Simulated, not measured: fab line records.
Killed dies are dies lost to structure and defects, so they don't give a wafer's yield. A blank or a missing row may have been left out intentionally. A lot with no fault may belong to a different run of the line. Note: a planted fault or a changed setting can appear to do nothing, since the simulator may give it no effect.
fab line records | flow n5Finfet
record: lots: 7 | wafers: 21
route steps=1938 shown BEOL_M1@761 BEOL_M3@957 BEOL_M4@1028
startH: hours from the record's first day to the start of the lot's first wafer shown | waitH: hours elapsed since this lot's preceding step | " the same as in the row above | L1.1+2: a single row standing in for several wafers | - either no value or no given start | * or withheld: withheld | < > ~ a bound
route shown NAME@n: NAME is a module with steps in the file, n the number in the route of the first one | usual: mean/standard deviation taken from wafers without a fault | same: alike in all rows | chamber/n: place in a boat | sites: per-site readings | _std_site: standard deviation of those values | _edge_site: mean of outer sites minus mean of inner sites | radiusMm: how far each site lies from the wafer's centre | mask NAME#n: copy n | behind: the most recent tool/chamber to have shaped the wafer | hold: why the lot was held/for how many hours/how that ended | device: the transistor (n, p or np) that didn't switch | end of line: the same wafers' tests at the end of the route | a step without rows: its recipe alone | killed: count of dies lost to structure and defects at first sort (not the wafer's yield) | map: per-die view of a wafer (x killed, . not killed, _ where there is no die)
set.NAME: the run value of the setting; set.NAME@STEP: its run value at that earlier step | model.NAME: the simulator's own value behind a step, which no gauge read
lots with deliberately changed settings; one table per step, one row per wafer
== steps ==
step: N5_BEOL_M1_EXPOSE_08
recipe: maskId: M1 | na: 0.33 | sourceShape: dipole | sigmaInner: 0.369 | sigmaOuter: 0.767 | polarization: unpolarized | doseMj: 33
lot.wafer  | tool          | chamber | startH | waitH | mask | set.doseMj
L074.3+5+6 | euvScanner-01 | 0       | 123.36 | -     | M1#0 | 33
L076.1     | euvScanner-02 | 0       | 136.83 | -     | M1#0 | 33
L076.4+6   | "             | 0       | "      | "     | M1#0 | 32.07
L079.1+2+6 | euvScanner-02 | 0       | 152.61 | -     | M1#0 | 33
L082.4+5   | euvScanner-01 | 0       | 178.15 | -     | M1#0 | 33
L082.6     | "             | 0       | "      | "     | M1#0 | 32.04
L085.4+6   | euvScanner-01 | 0       | 198.61 | -     | M1#0 | 31.19
L085.5     | "             | 0       | "      | "     | M1#0 | 33
L087.1+2   | euvScanner-02 | 0       | 210.31 | -     | M1#0 | 34.85
L087.4     | "             | 0       | "      | "     | M1#0 | 33
L090.2+5+6 | euvScanner-02 | 0       | 217.84 | -     | M1#0 | 33
step: N5_BEOL_M1_PEB_09
recipe: pebTempC: 100 | pebTimeS: 60 | resist: CAR-EUV
step: N5_BEOL_M1_DEVELOP_10
recipe: developTimeS: 30 | developer: TMAH | resist: CAR-EUV | rinseLiquid: surfactantRinse | dry: airSpin | devTempC: 23
lot.wafer  | tool          | chamber | startH | waitH | set.spinRpm@BEOL_M1_COAT_05 | model.CAR-EUV_of_BEOL_M1_COAT_05.thkNm
L074.3+5   | lithoTrack-02 | 0       | -      | -     | 1590                        | 28.8
L074.6     | "             | 0       | "      | "     | 1500                        | 29.6
L076.1     | lithoTrack-04 | 0       | -      | -     | 1357                        | 31.2
L076.4     | "             | 0       | "      | "     | 1500                        | 29.6
L076.6     | "             | 0       | "      | "     | 1357                        | 31
L079.1+2+6 | lithoTrack-01 | 0       | -      | -     | 1500                        | 29.6
L082.4+5+6 | lithoTrack-01 | 0       | -      | -     | 1500                        | 29.6
L085.4     | lithoTrack-02 | 0       | -      | -     | 1500                        | 29.6
L085.5+6   | "             | 0       | "      | "     | 1500                        | 29.4
L087.1     | lithoTrack-02 | 0       | -      | -     | 1500                        | 29.6
L087.2+4   | "             | 0       | "      | "     | 1357                        | 31.2
L090.2     | lithoTrack-02 | 0       | -      | -     | 1351                        | 31.2
L090.5     | "             | 0       | "      | "     | 1500                        | 29.4
L090.6     | "             | 0       | "      | "     | 1351                        | 31
step: N5_BEOL_M1_CD_MEAS_11
recipe: targetCdNm: 17.05 | landingEnergyEv: 500 | detector: seInlens | polarity: opening
usual: cdNm: 17.11/0.24
lot.wafer | tool     | chamber | startH | waitH | set.doseMj@BEOL_M1_EXPOSE_08 | cdNm
L074.3    | cdSem-03 | 0       | 123.48 | -     | 33                           | 17.21
L074.5    | "        | 0       | "      | "     | 33                           | 17.24
L074.6    | "        | 0       | "      | "     | 33                           | 16.81
L076.1    | cdSem-02 | 0       | 136.96 | -     | 33                           | 17.17
L076.4    | "        | 0       | "      | "     | 32.07                        | 16.47
L076.6    | "        | 0       | "      | "     | 32.07                        | 16.43
L079.1    | cdSem-01 | 0       | 152.74 | -     | 33                           | 17.20
L079.2    | "        | 0       | "      | "     | 33                           | 17.42
L079.6    | "        | 0       | "      | "     | 33                           | 16.90
L082.4    | cdSem-01 | 0       | 178.27 | -     | 33                           | 16.51
L082.5    | "        | 0       | "      | "     | 33                           | 16.95
L082.6    | "        | 0       | "      | "     | 32.04                        | 16.38
L085.4    | cdSem-03 | 0       | 198.72 | -     | 31.19                        | 16.28
L085.5    | "        | 0       | "      | "     | 33                           | 17.75
L085.6    | "        | 0       | "      | "     | 31.19                        | 16.07
L087.1    | cdSem-01 | 0       | 210.44 | -     | 34.85                        | 18.27
L087.2    | "        | 0       | "      | "     | 34.85                        | 18.31
L087.4    | "        | 0       | "      | "     | 33                           | 16.95
L090.2    | cdSem-02 | 0       | 217.96 | -     | 33                           | 17.51
L090.5    | "        | 0       | "      | "     | 33                           | 17.29
L090.6    | "        | 0       | "      | "     | 33                           | 17.42
step: N5_BEOL_M1_DESCUM_16
recipe: chemistry: O2 | timeS: 7 | sourcePowerW: 50 | biasPowerW: 20 | pressureMtorr: 20 | rfFrequencyHz: 2.712e+07 | tempC: 40 | resist: CAR-EUV | o2FlowSccm: 225
step: N5_BEOL_M1_ETCH_74
recipe: chemistry: N2/H2 | target: underlayer | targetDepthA: 65 | maskMaterial: CAR-EUV | timeS: 5.2 | ionEnergyEv: 200 | pressureMtorr: 30 | sourceW: 840 | biasW: 150 | n2FlowSccm: 200 | h2FlowSccm: 200 | ends: cleared
lot.wafer | tool       | chamber | startH | waitH | set.doseMj@BEOL_M1_EXPOSE_08 | model.BEOL_M1.cdOffsetNm
L074.3+5  | rieDiel-04 | 0       | 123.75 | 0.0   | 33                           | 0.2
L074.6    | "          | 3       | "      | "     | 33                           | -0.2
L076.1    | rieDiel-01 | 3       | 137.82 | 0.0   | 33                           | 0.4
L076.4+6  | "          | 0,3     | "      | "     | 32.07                        | -0.4
L079.1+2  | rieDiel-03 | 0,3     | 152.99 | 0.0   | 33                           | 0.2
L079.6    | "          | 3       | "      | "     | 33                           | 0
L082.4+5  | rieDiel-03 | 3,0     | 178.55 | 0.0   | 33                           | -0.2
L082.6    | "          | 2       | "      | "     | 32.04                        | -0.8
L085.4+6  | rieDiel-04 | 1,2     | 199.29 | 0.0   | 31.19                        | -1
L085.5    | "          | 0       | "      | "     | 33                           | 0.2
L087.1    | rieDiel-03 | 0       | 210.60 | 0.0   | 34.85                        | 1.2
L087.2    | "          | 2       | "      | "     | 34.85                        | 1
L087.4    | "          | 1       | "      | "     | 33                           | 0
L090.2    | rieDiel-03 | 1       | 219.20 | 0.0   | 33                           | 0.2
L090.5    | "          | 0       | "      | "     | 33                           | 0.4
L090.6    | "          | 3       | "      | "     | 33                           | 0
step: N5_BEOL_M1_ETCH_63
recipe: chemistry: CF4 | target: SiARC | targetDepthA: 156 | maskMaterial: CAR-EUV | timeS: 26 | ionEnergyEv: 80 | pressureMtorr: 40 | sourceW: 545 | biasW: 36 | Ar_flow_sccm: 100 | cf4FlowSccm: 100 | ends: cleared
step: N5_BEOL_M1_ETCH_64
recipe: chemistry: N2/H2 | target: SOC | targetDepthA: 750 | overetchA: 150 | maskMaterial: SiARC | tempC: 40 | timeS: 112.5 | ionEnergyEv: 200 | pressureMtorr: 30 | sourceW: 840 | biasW: 150 | n2FlowSccm: 200 | h2FlowSccm: 200
lot.wafer | tool       | chamber | startH | waitH | set.doseMj@BEOL_M1_EXPOSE_08 | model.BEOL_M1.cdOffsetNm
L074.3+6  | rieDiel-04 | 0,3     | 123.80 | 0.0   | 33                           | 0
L074.5    | "          | 0       | "      | "     | 33                           | 0.2
L076.1    | rieDiel-01 | 3       | 137.86 | 0.0   | 33                           | 0.4
L076.4+6  | "          | 0,3     | "      | "     | 32.07                        | -0.4
L079.1    | rieDiel-03 | 0       | 153.04 | 0.0   | 33                           | 0.2
L079.2+6  | "          | 3       | "      | "     | 33                           | 0
L082.4    | rieDiel-03 | 3       | 178.64 | 0.1   | 33                           | -0.4
L082.5    | "          | 0       | "      | "     | 33                           | -0.2
L082.6    | "          | 2       | "      | "     | 32.04                        | -0.8
L085.4+6  | rieDiel-04 | 1,2     | 199.38 | 0.1   | 31.19                        | -1
L085.5    | "          | 0       | "      | "     | 33                           | 0.4
L087.1    | rieDiel-03 | 0       | 210.64 | 0.0   | 34.85                        | 1.2
L087.2    | "          | 2       | "      | "     | 34.85                        | 1
L087.4    | "          | 1       | "      | "     | 33                           | 0
L090.2    | rieDiel-03 | 1       | 219.24 | 0.0   | 33                           | 0.2
L090.5    | "          | 0       | "      | "     | 33                           | 0.6
L090.6    | "          | 3       | "      | "     | 33                           | 0
step: N5_BEOL_M1_STRIP_65
recipe: chemistry: N2/H2 | tempC: 40 | n2FlowSccm: 200 | h2FlowSccm: 200 | rfFrequencyHz: 6e+07
step: N5_BEOL_M1_STRIP_75
recipe: chemistry: N2/H2 | tempC: 40 | n2FlowSccm: 200 | h2FlowSccm: 200 | rfFrequencyHz: 6e+07
step: N5_BEOL_M1_STRIP_66
recipe: chemistry: CF4 | resist: SiARC | powerW: 300 | biasPowerW: 75 | pressureMtorr: 50 | cf4FlowSccm: 150 | rfFrequencyHz: 6e+07
step: N5_BEOL_M1_HM_OPEN_17
recipe: chemistry: Cl2/BCl3 | targetDepthA: 200 | overetchA: 60 | target: TiN | maskMaterial: SOC | ionEnergyEv: 150 | pressureMtorr: 10 | icpW: 1000 | biasW: 126 | Cl2_flow_sccm: 53.25 | bcl3FlowSccm: 21.75 | Ar_flow_sccm: 25
lot.wafer | tool        | chamber | startH | waitH | set.doseMj@BEOL_M1_EXPOSE_08 | model.BEOL_M1.cdOffsetNm
L074.3    | rieMetal-01 | 1       | 123.99 | 0.1   | 33                           | -0.2
L074.5    | "           | 0       | "      | "     | 33                           | 0.2
L074.6    | "           | 1       | "      | "     | 33                           | 0
L076.1    | rieMetal-02 | 0       | 138.03 | 0.0   | 33                           | 0.4
L076.4+6  | "           | 1       | "      | "     | 32.07                        | -0.4
L079.1+2  | rieMetal-03 | 1,0     | 153.21 | 0.0   | 33                           | 0.2
L079.6    | "           | 1       | "      | "     | 33                           | 0
L082.4+5  | rieMetal-03 | 0       | 178.78 | 0.1   | 33                           | -0.2
L082.6    | "           | 1       | "      | "     | 32.04                        | -0.8
L085.4+6  | rieMetal-02 | 1       | 199.52 | 0.1   | 31.19                        | -1
L085.5    | "           | 0       | "      | "     | 33                           | 0.4
L087.1+2  | rieMetal-03 | 1,0     | 210.81 | 0.0   | 34.85                        | 1
L087.4    | "           | 1       | "      | "     | 33                           | -0.2
L090.2+6  | rieMetal-02 | 1       | 219.41 | 0.0   | 33                           | 0
L090.5    | "           | 0       | "      | "     | 33                           | 0.4
step: N5_BEOL_M1_STRIP_19
recipe: chemistry: O2 | powerW: 400 | tempC: 40 | pressureMtorr: 30 | rfFrequencyHz: 6e+07 | biasPowerW: 0 | overashFraction: 0.2 | o2FlowSccm: 225
step: N5_BEOL_M1_CD_MEAS_18
recipe: pitchNm: 36 | targetCdNm: 18
usual: cdNm: 18.06/0.29
lot.wafer | tool     | chamber | startH | waitH | set.doseMj@BEOL_M1_EXPOSE_08 | cdNm
L074.3    | cdSem-02 | -       | 124.15 | 0.1   | 33                           | 17.89
L074.5    | "        | -       | "      | "     | 33                           | 18.30
L074.6    | "        | -       | "      | "     | 33                           | 17.78
L076.1    | cdSem-01 | -       | 138.22 | 0.1   | 33                           | 18.21
L076.4    | "        | -       | "      | "     | 32.07                        | 17.69
L076.6    | "        | -       | "      | "     | 32.07                        | 17.50
L079.1    | cdSem-01 | -       | 153.39 | 0.0   | 33                           | 18.21
L079.2    | "        | -       | "      | "     | 33                           | 18.28
L079.6    | "        | -       | "      | "     | 33                           | 17.80
L082.4    | cdSem-03 | -       | 178.94 | 0.1   | 33                           | 17.82
L082.5    | "        | -       | "      | "     | 33                           | 18.08
L082.6    | "        | -       | "      | "     | 32.04                        | 17.24
L085.4    | cdSem-02 | -       | 199.69 | 0.1   | 31.19                        | 16.86
L085.5    | "        | -       | "      | "     | 33                           | 18.12
L085.6    | "        | -       | "      | "     | 31.19                        | 16.67
L087.1    | cdSem-01 | -       | 210.99 | 0.0   | 34.85                        | 19.35
L087.2    | "        | -       | "      | "     | 34.85                        | 18.96
L087.4    | "        | -       | "      | "     | 33                           | 17.57
L090.2    | cdSem-02 | -       | 219.69 | 0.1   | 33                           | 17.77
L090.5    | "        | -       | "      | "     | 33                           | 18.80
L090.6    | "        | -       | "      | "     | 33                           | 18.12
step: N5_BEOL_M1_COAT_67
recipe: resist: SOC | tempC: 250 | timeS: 60 | spinRpm: 1500 | resistThkNm: 60
step: N5_BEOL_M1_COAT_68
recipe: resist: SiARC | tempC: 220 | timeS: 60 | spinRpm: 1500 | resistThkNm: 12
step: N5_BEOL_M1_PRECLEAN_42
recipe: chemistry: residueRemover | timeS: 60 | tempC: 40
step: N5_BEOL_M1_SRD_43
recipe: timeS: 30 | tempC: 23 | rinseLiquid: diw | dry: ipaMarangoni
step: N5_BEOL_M1_CD_MEAS_35
recipe: targetCdNm: 18 | targetCdYNm: 21 | polarity: opening
usual: cdNm: 18.05/0.29
lot.wafer | tool     | chamber | startH | waitH | set.doseMj@BEOL_M1_EXPOSE_08 | cdNm
L074.3    | cdSem-01 | -       | 128.28 | 0.0   | 33                           | 17.90
L074.5    | "        | -       | "      | "     | 33                           | 18.31
L074.6    | "        | -       | "      | "     | 33                           | 18.06
L076.1    | cdSem-01 | -       | 144.10 | 0.0   | 33                           | 18.07
L076.4    | "        | -       | "      | "     | 32.07                        | 17.39
L076.6    | "        | -       | "      | "     | 32.07                        | 17.66
L079.1    | cdSem-02 | -       | 154.95 | 0.0   | 33                           | 18.21
L079.2    | "        | -       | "      | "     | 33                           | 18.01
L079.6    | "        | -       | "      | "     | 33                           | 17.90
L082.4    | cdSem-03 | -       | 183.57 | 0.0   | 33                           | 17.76
L082.5    | "        | -       | "      | "     | 33                           | 17.82
L082.6    | "        | -       | "      | "     | 32.04                        | 16.75
L085.4    | cdSem-01 | -       | 204.53 | 0.0   | 31.19                        | 16.98
L085.5    | "        | -       | "      | "     | 33                           | 18.33
L085.6    | "        | -       | "      | "     | 31.19                        | 17.26
L087.1    | cdSem-02 | -       | 212.92 | 0.0   | 34.85                        | 19.03
L087.2    | "        | -       | "      | "     | 34.85                        | 19.16
L087.4    | "        | -       | "      | "     | 33                           | 18.00
L090.2    | cdSem-01 | -       | 223.45 | 0.0   | 33                           | 18.15
L090.5    | "        | -       | "      | "     | 33                           | 18.05
L090.6    | "        | -       | "      | "     | 33                           | 18.11
step: N5_BEOL_M3_COAT_67
recipe: resist: SOC | tempC: 250 | timeS: 60 | spinRpm: 1500 | resistThkNm: 60
lot.wafer  | tool          | chamber | startH | waitH | set.spinRpm | model.SOC_of_BEOL_M3_COAT_67.thkNm
L074.3+5+6 | lithoTrack-05 | 0       | 147.83 | 0.0   | 1500        | 60.4
L076.1     | lithoTrack-05 | 0       | 160.65 | 0.0   | 1646        | 57.4
L076.4     | "             | 0       | "      | "     | 1500        | 60
L076.6     | "             | 0       | "      | "     | 1646        | 57.2
L079.1+2   | lithoTrack-02 | 0       | 175.06 | 0.0   | 1500        | 59.8
L079.6     | "             | 0       | "      | "     | 1500        | 60
L082.4     | lithoTrack-02 | 0       | 202.51 | 0.0   | 1393        | 62.4
L082.5+6   | "             | 0       | "      | "     | 1500        | 60
L085.4+5   | lithoTrack-05 | 0       | 221.57 | 0.0   | 1444        | 61.2
L085.6     | "             | 0       | "      | "     | 1500        | 60
L087.1+2   | lithoTrack-02 | 0       | 227.48 | 0.0   | 1550        | 58.8
L087.4     | "             | 0       | "      | "     | 1550        | 59
L090.2+6   | lithoTrack-05 | 0       | 244.73 | 0.0   | 1500        | 60.2
L090.5     | "             | 0       | "      | "     | 1412        | 62
step: N5_BEOL_M3_EXPOSE_25
recipe: maskId: V2 | na: 0.33 | sourceShape: quasar | sigmaInner: 0.2 | sigmaOuter: 0.8 | polarization: unpolarized | defocusNm: 5 | doseMj: 63
lot.wafer  | tool          | chamber | startH | waitH | mask | set.doseMj
L074.3+5+6 | euvScanner-01 | 0       | 148.11 | -     | V2#0 | 63
L076.1+4+6 | euvScanner-02 | 0       | 160.91 | -     | V2#0 | 63
L079.1+2+6 | euvScanner-02 | 0       | 175.33 | -     | V2#0 | 63
L082.4+5+6 | euvScanner-01 | 0       | 202.67 | -     | V2#0 | 63
L085.4+5   | euvScanner-02 | 0       | 221.74 | -     | V2#0 | 63
L085.6     | "             | 0       | "      | "     | V2#0 | 65.28
L087.1+2+4 | euvScanner-01 | 0       | 227.75 | -     | V2#0 | 63
L090.2+6   | euvScanner-02 | 0       | 244.87 | -     | V2#0 | 63
L090.5     | "             | 0       | "      | "     | V2#0 | 67.65
step: N5_BEOL_M3_PEB_26
recipe: pebTempC: 100 | pebTimeS: 60 | resist: CAR-EUV
step: N5_BEOL_M3_DEVELOP_27
recipe: developTimeS: 30 | developer: TMAH | resist: CAR-EUV | rinseLiquid: surfactantRinse | dry: airSpin | devTempC: 23
step: N5_BEOL_M3_CD_MEAS_28
recipe: targetCdNm: 25.7 | landingEnergyEv: 500 | detector: seInlens | targetCdYNm: 23.3 | polarity: opening
usual: cdNm: 25.71/0.24
lot.wafer | tool     | chamber | startH | waitH | set.doseMj@BEOL_M3_EXPOSE_25 | cdNm
L074.3    | cdSem-01 | 0       | 148.24 | -     | 63                           | 25.77
L074.5    | "        | 0       | "      | "     | 63                           | 25.78
L074.6    | "        | 0       | "      | "     | 63                           | 25.63
L076.1    | cdSem-03 | 0       | 161.05 | -     | 63                           | 25.93
L076.4    | "        | 0       | "      | "     | 63                           | 26.02
L076.6    | "        | 0       | "      | "     | 63                           | 25.82
L079.1    | cdSem-03 | 0       | 175.47 | -     | 63                           | 25.86
L079.2    | "        | 0       | "      | "     | 63                           | 26.17
L079.6    | "        | 0       | "      | "     | 63                           | 25.90
L082.4    | cdSem-03 | 0       | 202.80 | -     | 63                           | 25.80
L082.5    | "        | 0       | "      | "     | 63                           | 25.64
L082.6    | "        | 0       | "      | "     | 63                           | 25.88
L085.4    | cdSem-02 | 0       | 221.86 | -     | 63                           | 25.71
L085.5    | "        | 0       | "      | "     | 63                           | 25.63
L085.6    | "        | 0       | "      | "     | 65.28                        | 26.57
L087.1    | cdSem-03 | 0       | 227.89 | -     | 63                           | 25.90
L087.2    | "        | 0       | "      | "     | 63                           | 25.98
L087.4    | "        | 0       | "      | "     | 63                           | 25.64
L090.2    | cdSem-01 | 0       | 245.01 | -     | 63                           | 25.77
L090.5    | "        | 0       | "      | "     | 67.65                        | 27.00
L090.6    | "        | 0       | "      | "     | 63                           | 25.53
step: N5_BEOL_M3_ALD_98
recipe: material: SiO2 | targetThkA: 25 | tempC: 100 | aldPrecursorFamily: BDEAS | aldCoReactant: O2-plasma | pulseTimeS: 1 | coReactantPulseTimeS: 1 | purgeTimeS: 2 | coReactantPurgeTimeS: 2 | aldCycles: 17 | pressureTorr: 2
step: N5_BEOL_M3_ETCHBACK_99
recipe: chemistry: CHF3 | target: SiO2 | targetDepthA: 50 | timeS: 10.4 | sourceW: 215 | biasW: 47 | Ar_flow_sccm: 200 | CHF3_flow_sccm: 12 | ionEnergyEv: 100 | pressureMtorr: 30
step: N5_BEOL_M3_ETCH_70
recipe: chemistry: N2/H2 | target: SOC | targetDepthA: 800 | overetchA: 160 | maskMaterial: SiARC | tempC: 40 | timeS: 120 | ionEnergyEv: 200 | pressureMtorr: 30 | sourceW: 840 | biasW: 150 | n2FlowSccm: 200 | h2FlowSccm: 200
lot.wafer | tool       | chamber | startH | waitH | set.spinRpm@BEOL_M3_COAT_67 | model.etch.depthNm
L074.3    | rieDiel-03 | 2       | 150.92 | 0.0   | 1500                        | 60.36
L074.5    | "          | 2       | "      | "     | 1500                        | 60.47
L074.6    | "          | 3       | "      | "     | 1500                        | 60.31
L076.1    | rieDiel-03 | 2       | 168.77 | 0.0   | 1646                        | 57.36
L076.4    | "          | 3       | "      | "     | 1500                        | 60.08
L076.6    | "          | 0       | "      | "     | 1646                        | 57.26
L079.1    | rieDiel-04 | 1       | 176.01 | 0.0   | 1500                        | 59.83
L079.2    | "          | 3       | "      | "     | 1500                        | 59.85
L079.6    | "          | 0       | "      | "     | 1500                        | 59.9
L082.4    | rieDiel-01 | 0       | 204.53 | 0.0   | 1393                        | 62.34
L082.5    | "          | 2       | "      | "     | 1500                        | 60.04
L082.6    | "          | 3       | "      | "     | 1500                        | 59.99
L085.4    | rieDiel-01 | 0       | 229.65 | 0.0   | 1444                        | 61.12
L085.5    | "          | 3       | "      | "     | 1444                        | 61.11
L085.6    | "          | 0       | "      | "     | 1500                        | 59.92
L087.1    | rieDiel-03 | 0       | 232.86 | 0.0   | 1550                        | 58.85
L087.2    | "          | 1       | "      | "     | 1550                        | 58.81
L087.4    | "          | 3       | "      | "     | 1550                        | 58.98
L090.2    | rieDiel-01 | 2       | 247.48 | 0.0   | 1500                        | 60.24
L090.5    | "          | 1       | "      | "     | 1412                        | 61.95
L090.6    | "          | 2       | "      | "     | 1500                        | 60.21
step: N5_BEOL_M4_COAT_05
recipe: resist: CAR-EUV | spinRpm: 1500 | resistThkNm: 30
lot.wafer  | tool          | chamber | startH | waitH | set.spinRpm | model.CAR-EUV_of_BEOL_M4_COAT_05.thkNm
L074.3+6   | lithoTrack-04 | 0       | -      | -     | 1418        | 30.8
L074.5     | "             | 0       | "      | "     | 1500        | 29.8
L076.1+6   | lithoTrack-03 | 0       | -      | -     | 1500        | 30
L076.4     | "             | 0       | "      | "     | 1571        | 29.4
L079.1+2+6 | lithoTrack-04 | 0       | -      | -     | 1500        | 30
L082.4     | lithoTrack-04 | 0       | -      | -     | 1500        | 29.8
L082.5+6   | "             | 0       | "      | "     | 1500        | 30
L085.4+5   | lithoTrack-03 | 0       | -      | -     | 1500        | 29.8
L085.6     | "             | 0       | "      | "     | 1416        | 30.8
L087.1+2   | lithoTrack-01 | 0       | -      | -     | 1500        | 30
L087.4     | "             | 0       | "      | "     | 1339        | 31.6
L090.2+5+6 | lithoTrack-04 | 0       | -      | -     | 1500        | 30
step: N5_BEOL_M4_EBR_07
recipe: solvent: PGMEA | ebrWidthMm: 1.5
step: N5_BEOL_M4_SOFTBAKE_06
recipe: tempC: 110 | timeS: 60 | resist: CAR-EUV
step: N5_BEOL_M4_EXPOSE_08
recipe: maskId: M4 | na: 0.33 | sourceShape: dipole | sigmaInner: 0.369 | sigmaOuter: 0.767 | polarization: unpolarized | doseMj: 41.25
step: N5_BEOL_M4_PEB_09
recipe: pebTempC: 100 | pebTimeS: 60 | resist: CAR-EUV
step: N5_BEOL_M4_DEVELOP_10
recipe: developTimeS: 30 | developer: TMAH | resist: CAR-EUV | rinseLiquid: surfactantRinse | dry: airSpin | devTempC: 23
lot.wafer  | tool          | chamber | startH | waitH | set.spinRpm@BEOL_M4_COAT_05 | model.CAR-EUV_of_BEOL_M4_COAT_05.thkNm
L074.3+6   | lithoTrack-03 | 0       | -      | -     | 1418                        | 30.4
L074.5     | "             | 0       | "      | "     | 1500                        | 29.4
L076.1+6   | lithoTrack-01 | 0       | -      | -     | 1500                        | 29.6
L076.4     | "             | 0       | "      | "     | 1571                        | 28.8
L079.1     | lithoTrack-03 | 0       | -      | -     | 1500                        | 29.4
L079.2+6   | "             | 0       | "      | "     | 1500                        | 29.6
L082.4+5   | lithoTrack-03 | 0       | -      | -     | 1500                        | 29.4
L082.6     | "             | 0       | "      | "     | 1500                        | 29.6
L085.4+5   | lithoTrack-04 | 0       | -      | -     | 1500                        | 29.4
L085.6     | "             | 0       | "      | "     | 1416                        | 30.2
L087.1+2   | lithoTrack-03 | 0       | -      | -     | 1500                        | 29.6
L087.4     | "             | 0       | "      | "     | 1339                        | 31.2
L090.2+5+6 | lithoTrack-03 | 0       | -      | -     | 1500                        | 29.4
== key ==
split: step: N5_BEOL_M1_EXPOSE_08 | setting: doseMj | stated: 33 | by: wafer
response: step: N5_BEOL_M1_CD_MEAS_11 | reading: cdNm | change: +0.246 | per: 1% | r: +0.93
response: step: N5_BEOL_M1_ETCH_74 | reading: model.BEOL_M1.cdOffsetNm | change: +0.215 | per: 1% | r: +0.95
response: step: N5_BEOL_M1_ETCH_64 | reading: model.BEOL_M1.cdOffsetNm | change: +0.225 | per: 1% | r: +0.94
response: step: N5_BEOL_M1_HM_OPEN_17 | reading: model.BEOL_M1.cdOffsetNm | change: +0.236 | per: 1% | r: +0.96
response: step: N5_BEOL_M1_CD_MEAS_18 | reading: cdNm | change: +0.258 | per: 1% | r: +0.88
response: step: N5_BEOL_M1_CD_MEAS_35 | reading: cdNm | change: +0.223 | per: 1% | r: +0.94
split: step: N5_BEOL_M3_COAT_67 | setting: spinRpm | stated: 1500 | by: wafer
response: step: N5_BEOL_M3_COAT_67 | reading: model.SOC_of_BEOL_M3_COAT_67.thkNm | change: -0.301 | per: 1% | r: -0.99
response: step: N5_BEOL_M3_ETCH_70 | reading: model.etch.depthNm | change: -0.3 | per: 1% | r: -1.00
split: step: N5_BEOL_M3_EXPOSE_25 | setting: doseMj | stated: 63 | by: wafer
response: step: N5_BEOL_M3_CD_MEAS_28 | reading: cdNm | change: +0.195 | per: 1% | r: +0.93
split: step: N5_BEOL_M4_COAT_05 | setting: spinRpm | stated: 1500 | by: wafer
response: step: N5_BEOL_M4_COAT_05 | reading: model.CAR-EUV_of_BEOL_M4_COAT_05.thkNm | change: -0.156 | per: 1% | r: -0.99
response: step: N5_BEOL_M4_DEVELOP_10 | reading: model.CAR-EUV_of_BEOL_M4_COAT_05.thkNm | change: -0.155 | per: 1% | r: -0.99
split outsideThisFile step=N5_BEOL_M1_COAT_05 setting=spinRpm
split outsideThisFile: this setting was split too, and the file shows its column; the key of that split is in another file
